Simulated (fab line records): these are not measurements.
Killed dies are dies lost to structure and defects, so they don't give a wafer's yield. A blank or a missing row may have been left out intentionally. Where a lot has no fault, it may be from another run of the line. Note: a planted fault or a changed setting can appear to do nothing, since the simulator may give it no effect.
Chamber matching / flow n5 finfet / N5_BEOL_M5_VIA_ETCH_34 on rie diel-06: 4 sister chambers
The step etches SiCOH lowk in C4F6/O2, target depth 88.3 nm, time 39.2 s. 4 wafers are shown with their chamber, then 10 later ones without.

WAFERS WITH THEIR CHAMBER
wafer=L084.1; chamber=0; showerhead plenum p Torr (Torr)=2.79
wafer=L087.6; chamber=3; showerhead plenum p Torr (Torr)=2.89
wafer=L090.2; chamber=2; showerhead plenum p Torr (Torr)=2.95
wafer=L090.4; chamber=1; showerhead plenum p Torr (Torr)=2.80

WAFERS WITH NO CHAMBER GIVEN
wafer=L090.6; showerhead plenum p Torr (Torr)=2.88
wafer=L093.1; showerhead plenum p Torr (Torr)=2.78
wafer=L093.2; showerhead plenum p Torr (Torr)=2.80
wafer=L093.5; showerhead plenum p Torr (Torr)=2.88
wafer=L092.2; showerhead plenum p Torr (Torr)=2.95
wafer=L092.4; showerhead plenum p Torr (Torr)=2.80
wafer=L092.6; showerhead plenum p Torr (Torr)=2.78
wafer=L096.1; showerhead plenum p Torr (Torr)=2.78
wafer=L096.2; showerhead plenum p Torr (Torr)=2.94
wafer=L096.3; showerhead plenum p Torr (Torr)=2.80

EACH ONE'S CHAMBER
wafer=L090.6; from the rows above=3; in truth=3
wafer=L093.1; from the rows above=can't be placed: 0 or 1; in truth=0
wafer=L093.2; from the rows above=can't be placed: 1 or 0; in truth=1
wafer=L093.5; from the rows above=3; in truth=3
wafer=L092.2; from the rows above=2; in truth=2
wafer=L092.4; from the rows above=can't be placed: 1 or 0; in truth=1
wafer=L092.6; from the rows above=can't be placed: 0 or 1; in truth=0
wafer=L096.1; from the rows above=can't be placed: 0 or 1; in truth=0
wafer=L096.2; from the rows above=2; in truth=2
wafer=L096.3; from the rows above=can't be placed: 1 or 0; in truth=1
Correctly placed: 4 of 10. Cannot be placed on the basis of these rows: 6; the candidates contain the true chamber in 6. Number placed wrongly: 0.
How it was worked out, from the rows above alone: a wafer's distance from a chamber is the root of the sum, over the readings, of the square of ((its reading less the chamber's mean) divided by the reading's scatter). If the next closest chamber is less than 2 further off than the closest, the wafer can't be placed; otherwise it belongs to the closest. A chamber's mean is the mean of its shown wafers. The scatter: with one shown wafer a chamber, the root of the mean of the squares of how far each hidden wafer lies from its nearest shown one.
